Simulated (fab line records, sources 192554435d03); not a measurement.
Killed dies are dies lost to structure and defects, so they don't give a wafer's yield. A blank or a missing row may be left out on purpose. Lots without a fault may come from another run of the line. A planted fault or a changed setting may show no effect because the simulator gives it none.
A struck lot beside a sound one | flow n5_finfet | 16 steps out of a route of 1938
Sound: wafers L280.2, L280.3, L280.6. Struck: wafer L293.6. (L293.5 of the same lot was not struck and is left out.) The cause comes at the end.
At each step with rows: each side's tool, then ch and its chambers, then its first start. Under that, the readings that differ: sound wafers | struck wafers | difference of the means | sigmas: that difference in standard deviations of wafers without a fault.
alike: readings whose means differ by less than 2 such deviations, and words and numbers that are the same on both sides. not compared: withheld readings, readings that some wafer has no value for, bounds like >300 that may hide the same value, and numbers for which the record gives no deviation and whose values overlap.
The two part at a step that has a row with sigmas, a row that says differs or no value, or rows on one side only. Numbers that don't overlap but have no deviation are shown without sigmas and don't part them. A reading that every wafer of one side lacks parts them only if that side has two wafers or more.

first, 8 steps without rows for these wafers: N5_HKMG_FIN_COAT_41 (time 60 s, resist thk 300 nm); N5_HKMG_FIN_COAT_42 (time 60 s, resist thk 35 nm); N5_HKMG_FIN_COAT_43 (resist thk 90 nm); N5_HKMG_FIN_EBR_45; N5_HKMG_FIN_SOFTBAKE_44 (time 60 s); N5_HKMG_FIN_EXPOSE_46 (exposes mask NDIPOLE); N5_HKMG_FIN_PEB_47 (peb time 60 s); N5_HKMG_FIN_DEVELOP_48 (develop time 30 s).
N5_HKMG_FIN_CD_MEAS_49: target cd 202 nm.
  sound on cd_sem-02 ch 0, day 4 12:37; struck on cd_sem-03 ch 0, day 7 20:14
  alike: cd_nm
N5_HKMG_FIN_OVL_MEAS_50:
  sound on overlay-02 ch 0, day 4 12:39; struck on overlay-02 ch 0, day 7 20:16
  alike: NDIPOLE_OVL
N5_HKMG_FIN_INSPECT_61: inspects for defects (macro).
  sound on defect_inspect-01, day 4 12:40; struck on defect_inspect-01, day 7 20:17
  alike: raw_defect_count
N5_HKMG_FIN_DESCUM_53: chemistry O2, time 7.9 s.
  sound on rie_diel-01 ch 0,1, day 4 12:43; struck on rie_diel-01 ch 0, day 7 20:20
  alike: drypump_motor_current_A, oes_product_au, rf_vpp_V, showerhead_plenum_p_Torr, temp_c, throttle_valve_pct
  not compared: rf_hours_counter_h
N5_HKMG_FIN_ETCH_54: etches SiARC in CF4, target depth 45.5 nm, time 75.8 s.
  sound on rie_diel-01 ch 0,1, day 4 12:44; struck on rie_diel-01 ch 0, day 7 20:23
  reading               | sound          | struck | difference | sigmas
  etch_rf_on_time_s (s) | 75.7 77.5 75.4 | 52.7   | -23.5      | -18
  oes_product_au (a.u.) | 0.59 0.75 0.59 | 0.89   | +0.25      | +4
  alike: drypump_motor_current_A, rf_vpp_V, showerhead_plenum_p_Torr, throttle_valve_pct
  not compared: rf_hours_counter_h
N5_HKMG_FIN_ETCH_55: etches SOC in N2/H2, target depth 240 nm, time 300 s.
  sound on rie_diel-01 ch 0,1, day 4 12:48; struck on rie_diel-01 ch 0, day 7 20:29
  alike: drypump_motor_current_A, oes_product_au, rf_vpp_V, showerhead_plenum_p_Torr, temp_c, throttle_valve_pct
  not compared: rf_hours_counter_h
-- the record jumps here: 4 days lie between the struck wafers' starts before and after (it left off in module HKMG_FIN and takes up again in module BEOL_M4, whose first step shown is number 1111 of the route) --
N5_BEOL_M4_RC_MEAS_101:
  sound on prober-01 ch 0, day 9 00:07; struck on prober-01 ch 0, day 12 05:14
  reading        | sound          | struck | difference | sigmas
  IOFF_P (nA/um) | 0.31 0.29 0.29 | 0.22   | -0.08      | -2
  VT_P (mV)      | -242 -242 -242 | -250   | -8         | -2
  alike: DIBL_N, DIBL_P, IOFF_N, ION_N, ION_P, SS_N, SS_P, VT_N
N5_PASSIVATION_PROBE_49:
  the record has rows for the sound wafers here (prober-02, day 13 09:58) and none for the struck ones

WHERE THEY PART
First at N5_HKMG_FIN_ETCH_54; last, within this record, at N5_PASSIVATION_PROBE_49.

WHY: what the simulator had put in
Process parameter drift: rie_diel-01, from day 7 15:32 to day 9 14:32, at N5_HKMG_FIN_ETCH_54. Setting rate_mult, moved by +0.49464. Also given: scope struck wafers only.
